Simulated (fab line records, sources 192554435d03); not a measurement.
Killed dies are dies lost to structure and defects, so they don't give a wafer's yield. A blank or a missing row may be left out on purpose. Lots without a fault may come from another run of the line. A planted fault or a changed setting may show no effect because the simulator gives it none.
Split-lot experiment | flow n5_finfet | 7 lots, 39 wafers read, on a route of 1938 steps

THE SPLIT
At N5_GATE_CUT_ETCH_37 (etches SOC in N2/H2, target depth 60 nm, overetch 12 nm, time 90 s), the setting bias_w was moved away from the recipe's 150 W on 15 of the 39 wafers read, by -13.3% to +18.2%. The other wafers ran this setting at the recipe's value.

The reading is taken at the split's own step.

THE READING
rf_vpp_V, in V, at N5_GATE_CUT_ETCH_37 (etches SOC in N2/H2, target depth 60 nm, overetch 12 nm, time 90 s). Fault-free wafers of this fab line usually give 524.0 V, standard deviation 2.1 V.

wafer  | tool, chamber at the split | bias_w as run, W | against the recipe | rf_vpp_V, V | against lot-mates on the recipe
L075.1 | rie_diel-06, 2             | 150              | recipe             | 526.1       | -
L075.2 | rie_diel-06, 1             | 150              | recipe             | 525.0       | -
L075.3 | rie_diel-06, 3             | 171              | +14.0%             | 573.7       | +47.8
L075.4 | rie_diel-06, 0             | 171              | +14.0%             | 567.9       | +42.0
L075.5 | rie_diel-06, 2             | 150              | recipe             | 526.7       | -
L075.6 | rie_diel-06, 1             | 171              | +14.0%             | 568.0       | +42.1
L081.1 | rie_diel-06, 1             | 177.3            | +18.2%             | 580.5       | +56.1
L081.2 | rie_diel-06, 2             | 177.3            | +18.2%             | 585.2       | +60.8
L081.3 | rie_diel-06, 3             | 150              | recipe             | 525.1       | -
L081.4 | rie_diel-06, 0             | 150              | recipe             | 522.0       | -
L081.5 | rie_diel-06, 3             | 150              | recipe             | 526.2       | -
L081.6 | rie_diel-06, 0             | 177.3            | +18.2%             | 579.0       | +54.6
L082.1 | rie_diel-06, 1             | 150              | recipe             | 522.0       | -
L082.2 | rie_diel-06, 3             | 150              | recipe             | 527.1       | -
L082.3 | rie_diel-06, 0             | 150              | recipe             | 522.4       | -
L082.4 | rie_diel-06, 2             | 150              | recipe             | 526.8       | -
L082.5 | rie_diel-06, 0             | 150              | recipe             | 520.9       | -
L082.6 | rie_diel-06, 1             | 150              | recipe             | 523.1       | -
L084.1 | rie_diel-02, 0             | 150              | recipe             | 525.6       | -
L084.2 | rie_diel-02, 1             | 175.1            | +16.7%             | 575.4       | +51.7
L084.3 | rie_diel-02, 3             | 175.1            | +16.7%             | 575.6       | +51.9
L084.4 | rie_diel-02, 2             | 175.1            | +16.7%             | 576.8       | +53.1
L084.5 | rie_diel-02, 1             | 150              | recipe             | 522.1       | -
L084.6 | rie_diel-02, 2             | 150              | recipe             | 523.4       | -
L089.1 | rie_diel-02, 2             | 150              | recipe             | 524.2       | -
L089.2 | rie_diel-02, 0             | 135.9            | -9.4%              | 494.5       | -30.3
L089.3 | rie_diel-02, 1             | 135.9            | -9.4%              | 491.3       | -33.5
L089.4 | rie_diel-02, 1             | 135.9            | -9.4%              | 490.0       | -34.8
L089.5 | rie_diel-02, 0             | 150              | recipe             | 526.3       | -
L089.6 | rie_diel-02, 2             | 150              | recipe             | 523.9       | -
L092.1 | rie_diel-02, 0             | 150              | recipe             | 525.0       | -
L092.3 | rie_diel-02, 2             | 150              | recipe             | 524.6       | -
L092.5 | rie_diel-02, 3             | 150              | recipe             | 522.6       | -
L097.1 | rie_diel-05, 2             | 130              | -13.3%             | 478.4       | -45.8
L097.2 | rie_diel-05, 1             | 130              | -13.3%             | 480.8       | -43.4
L097.3 | rie_diel-05, 0             | 150              | recipe             | 522.3       | -
L097.4 | rie_diel-05, 2             | 150              | recipe             | 524.7       | -
L097.5 | rie_diel-05, 1             | 150              | recipe             | 525.6       | -
L097.6 | rie_diel-05, 0             | 130              | -13.3%             | 475.1       | -49.1

THE FIT
A straight line over all 39 wafers: rf_vpp_V changes by +3.24 V for each +1% of bias_w; r = +1.00; the points scatter about the line by 2.3 V.
The same after taking each lot's own level away (the mean of its wafers on the recipe; 39 wafers): +3.24 V for each +1%; r = +1.00; scatter 2.2 V.
On that fit, the largest move of bias_w shifts the reading by 59 V.
The lots' own levels span 523.70 to 525.93 V, that is 1.1 times the standard deviation above.
So the lot-to-lot level changes the slope little: the two slopes agree.
Check: with one of the wafers moved furthest among these (+18.2%) left out of the fit, the line predicts +58.3 V for it against its lot-mates. It came out at +56.1 V against them.
Tool readings at the split's step, against how far the setting was moved: rf_vpp_V r = +1.00.

OTHER SPLITS ON THESE WAFERS
These wafers also went through other splits before the reading. Each is held against what the fit with the lots' levels taken away leaves over:
other split on the same wafers               | wafers away from the commonest value | r with rf_vpp_V (lot level and that fit taken away)
N5_FIN_CUT_ETCH_21 time_s                    | 12                                   | +0.15
N5_STI_FIN_REVEAL_ETCHBACK_08 target_depth_a | 15                                   | -0.13
N5_STI_FIN_REVEAL_OXIDATION_31 time_s        | 12                                   | -0.05
N5_DUMMY_GATE_ETCH_37 source_w               | 9                                    | +0.28
N5_GATE_CUT_HM_DEP_46 time_s                 | 12                                   | +0.13

THE WHOLE CHAIN: every reading that the file lists as answering this split, in the file's order
step                | what it does                                                       | reading                                                                           | change (the file's fit)               | r (the file's)
N5_GATE_CUT_ETCH_37 | etches SOC in N2/H2, target depth 60 nm, overetch 12 nm, time 90 s | rf_vpp_V                                                                          | +3.22 V for each +1% of the setting   | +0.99
N5_GATE_CUT_ETCH_37 | etches SOC in N2/H2, target depth 60 nm, overetch 12 nm, time 90 s | SiARC_of_GATE_CUT_COAT_35.thk_nm (the simulator's own value, which no gauge read) | -0.057 nm for each +1% of the setting | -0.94

THE FILE'S OWN FIT
rf_vpp_V changes by +3.22 V for each +1% of bias_w, r = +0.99.
